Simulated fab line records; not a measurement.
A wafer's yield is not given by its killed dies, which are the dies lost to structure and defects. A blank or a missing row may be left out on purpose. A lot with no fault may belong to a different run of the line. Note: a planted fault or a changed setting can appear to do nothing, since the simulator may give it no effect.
Matching of chambers | flow n5 finfet | cmp-02 running N5_BEOL_M10_CMP_52: 4 sister chambers
The step polishes, stops on SiCOH lowk, t overpolish 7 s, target thk 140 nm. 8 wafers are shown with their chamber, then 10 later ones without.

== WAFERS, EACH WITH ITS CHAMBER ==
wafer  | chamber | motor current A (A) | barrier field endpoint s (s)
L075.4 | 3       | 5.4                 | 28.0
L081.6 | 0       | 6.5                 | 28.5
L080.4 | 3       | 5.7                 | 28.7
L085.5 | 2       | 6.5                 | 28.9
L086.2 | 2       | 6.1                 | 29.5
L089.1 | 0       | 6.9                 | 28.4
L090.4 | 1       | 6.3                 | 29.2
L090.5 | 1       | 6.5                 | 30.3

== WAFERS WITH NO CHAMBER GIVEN ==
wafer  | motor current A (A) | barrier field endpoint s (s)
L090.6 | 6.6                 | 28.7
L092.1 | 6.7                 | 28.7
L092.2 | 6.7                 | 26.8
L092.3 | 5.4                 | 28.3
L097.3 | 6.4                 | 27.9
L097.4 | 5.5                 | 28.7
L097.5 | 6.8                 | 29.5
L095.2 | 6.4                 | 29.7
L095.5 | 6.3                 | 27.7
L095.6 | 5.7                 | 28.0

== WHICH CHAMBER EACH WENT THROUGH ==
wafer  | from the rows above               | in truth
L090.6 | can't be placed: 0 or 2 or 1      | 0
L092.1 | can't be placed: 0 or 2 or 1      | 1
L092.2 | can't be placed: 0 or 2           | 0
L092.3 | 3                                 | 3
L097.3 | can't be placed: 0 or 2 or 1      | 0
L097.4 | 3                                 | 3
L097.5 | can't be placed: 1 or 0 or 2      | 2
L095.2 | can't be placed: 1 or 2           | 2
L095.5 | can't be placed: 0 or 2 or 3 or 1 | 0
L095.6 | 3                                 | 3
Correct placement for 3 of the 10. Can't be placed from these rows: 7 (the true chamber is among the candidates in 7). Placed wrongly: 0.
How it was worked out, from the rows above alone: a wafer's distance from a chamber is the root of the sum, over the readings, of the square of ((its reading less the chamber's mean) divided by the reading's scatter). If the next closest chamber is less than 2 further off than the closest, the wafer can't be placed; otherwise it belongs to the closest. The mean given for a chamber averages the wafers shown for that chamber. The scatter: take each reading less its chamber's mean, square it, sum over the shown wafers, divide by the number of wafers less the number of chambers, and take the root.
